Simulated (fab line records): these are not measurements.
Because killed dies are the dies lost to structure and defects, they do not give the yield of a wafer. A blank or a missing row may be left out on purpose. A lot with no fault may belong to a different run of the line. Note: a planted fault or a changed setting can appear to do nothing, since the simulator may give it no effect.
Struck lot and sound lot, side by side + flow nand harc + 41 out of 1159 route steps
Sound: these wafers, L202.3, L202.5, L202.6. Struck: wafer L210.1. (L210.2, L210.4 of the same lot were not struck and are left out.) The cause comes at the end.
Per side, at each step with rows, come the tool, then ch with its chambers, and then its first start. Under that, the readings that differ: sound wafers + struck wafers + difference of the means + sigmas: that difference in standard deviations of wafers without a fault.
alike: readings whose means differ by less than 2 such deviations, and words and numbers that are the same on both sides. not compared: withheld readings, readings that some wafer has no value for, bounds like >300 that may hide the same value, and numbers for which the record gives no deviation and whose values overlap.
A row with sigmas, a row that says differs or no value, or rows on one side alone: a step with any of these is where the two part. When numbers do not overlap yet have no deviation, they are printed without sigmas and do not part them. A reading that every wafer of one side lacks parts them only if that side has two wafers or more.

first, 5 steps without rows for these wafers: NHARC_A_STAIRCASE_SRD_154; NHARC_A_STAIRCASE_ETCH_403 (etches SiO2 in dHF, target depth 108.2 nm); NHARC_A_STAIRCASE_ETCHBACK_422 (etches the open film in CH3F/O2, target depth 40 nm, time 74.286 s); NHARC_A_STAIRCASE_ETCH_423 (etches SiO2 in dHF, target depth 30 nm); NHARC_A_STAIRCASE_ETCHBACK_157 (etches the open film in CH3F/O2, target depth 90 nm, time 167.14 s).
NHARC_A_STAIRCASE_STRIP_475: strips in O2, time 20 s.
  sound on rie diel-07 ch 1,2; struck on rie diel-03 ch 0, day 17 20:28
  alike: drypump motor current A, oes product au, rf vpp V, showerhead plenum p Torr, throttle valve pct
  not compared: rf hours counter h
NHARC_A_STAIRCASE_DEP_471: deposits SiO2, target thk 100 nm.
  sound on pecvd-04 ch 1,2, day 14 21:07; struck on pecvd-03 ch 2, day 17 20:38
  alike: heater power w, throttle valve pct
then, 2 steps without rows for these wafers: NHARC_A_STAIRCASE_CMP_472 (polishes SiO2); NHARC_A_STAIRCASE_SRD_474.
NHARC_A_STAIRCASE_INSPECT_155:
  sound on defect inspect-02 at day 14 21:43; struck on defect inspect-02 at day 17 21:13
  alike: raw defect count
NHARC_A_SGD_CUT_DEP_00: deposits SiNx, target thk 50 nm.
  sound on pecvd-03 ch 1,2, day 14 21:49; struck on pecvd-01 ch 0, day 17 21:19
  alike: heater power w
then, 10 steps without rows for these wafers: NHARC_A_SGD_CUT_DEHYDRATE_01 (time 120 s); NHARC_A_SGD_CUT_HMDS_02 (time 30 s); NHARC_A_SGD_CUT_COAT_56 (time 75 s); NHARC_A_SGD_CUT_COAT_57 (time 65 s); NHARC_A_SGD_CUT_COAT_03 (resist thk 90 nm); NHARC_A_SGD_CUT_SOFTBAKE_04 (time 55 s); NHARC_A_SGD_CUT_EBR_05; NHARC_A_SGD_CUT_EXPOSE_06 (exposes mask SGD); NHARC_A_SGD_CUT_PEB_07 (peb time 65 s); NHARC_A_SGD_CUT_DEVELOP_08 (develop time 35 s).
NHARC_A_SGD_CUT_CD_MEAS_09 targets a cd of 100 nm.
  sound on cd sem-01 ch 0, day 14 22:31; struck on cd sem-03 ch 0, day 17 22:04
  alike: cd nm
NHARC_A_SGD_CUT_OVL_MEAS_10:
  sound on overlay-02 at day 14 22:36; struck on overlay-01 at day 17 22:10
  alike: overlay x nm, overlay y nm
NHARC_A_SGD_CUT_INSPECT_11:
  sound on defect inspect-01 at day 14 22:38; struck on defect inspect-02 at day 17 22:12
| reading          | sound   | struck | difference | sigmas |
|------------------|---------|--------|------------|--------|
| raw defect count | 13 12 9 | 30     | +19        | +2     |
then, 3 steps without rows for these wafers: NHARC_A_SGD_CUT_DESCUM_14 (chemistry O2, time 3 s); NHARC_A_SGD_CUT_ETCH_58 (etches the open film in CF4, target depth 39 nm, time 65 s); NHARC_A_SGD_CUT_ETCH_59 (etches the open film in N2/H2, target depth 260 nm, time 406.25 s).
NHARC_A_SGD_CUT_ETCH_15: etches the open film in CH3F/O2, target depth 75 nm, time 64.3 s.
  sound on rie diel-01 ch 0,1,3; struck on rie diel-10 ch 0
  alike: ch3f flow sccm, drypump motor current A, oes product au, rf vpp V, showerhead plenum p Torr, throttle valve pct
  not compared: rf hours counter h
NHARC_A_SGD_CUT_ETCH_16: etches the open film in C4F8/O2/Ar, target depth 310.5 nm, time 155.2 s.
  sound on rie diel-01 ch 1,2,3; struck on rie diel-10 ch 2
  alike: oes product au, rf vpp V
  not compared: rf hours counter h
then, 7 steps without rows for these wafers: NHARC_A_SGD_CUT_STRIP_60 (strips in C4F8/O2/Ar); NHARC_A_SGD_CUT_STRIP_17 (strips in O2); NHARC_A_SGD_CUT_PRECLEAN_18 (cleans in SC1); NHARC_A_SGD_CUT_SRD_19; NHARC_A_SGD_CUT_DEP_20 (deposits SiO2, target thk 150 nm); NHARC_A_SGD_CUT_ANNEAL_27 (time 1800 s); NHARC_A_SGD_CUT_CMP_21 (polishes, target thk 148.19 nm).
NHARC_A_SGD_CUT_THK_MEAS_22: measures by ellipsometry.
  sound on film metro-02 at day 15 06:27; struck on film metro-01 at day 18 04:39
  alike: thk nm
then, 2 steps without rows for these wafers: NHARC_A_SGD_CUT_SRD_23; NHARC_A_SGD_CUT_ETCH_26 (etches SiO2 in dHF, target depth 45.8 nm).
NHARC_A_SGD_CUT_ETCHBACK_24: etches the open film in CH3F/O2, target depth 50 nm, time 92.857 s.
  sound on rie diel-04 ch 0,2,3, day 15 06:42; struck on rie diel-04 ch 2, day 18 04:53
  alike: ch3f flow sccm, drypump motor current A, oes product au, rf vpp V, showerhead plenum p Torr, throttle valve pct
  not compared: rf hours counter h
-- jump in the record: it breaks off in module A_SGD_CUT and resumes in module END (first step shown: number 1159 of the route), and 5 days separate the struck wafers' starts before and after --
NHARC_END_SORT_01:
  the record has rows for the struck wafers here (prober-02 ch 0, day 23 06:14) and none for the sound ones

## WHERE THEY PART
At NHARC_A_SGD_CUT_INSPECT_11 first; at NHARC_END_SORT_01 last (within this record only).

WHY: whatever the simulator had introduced
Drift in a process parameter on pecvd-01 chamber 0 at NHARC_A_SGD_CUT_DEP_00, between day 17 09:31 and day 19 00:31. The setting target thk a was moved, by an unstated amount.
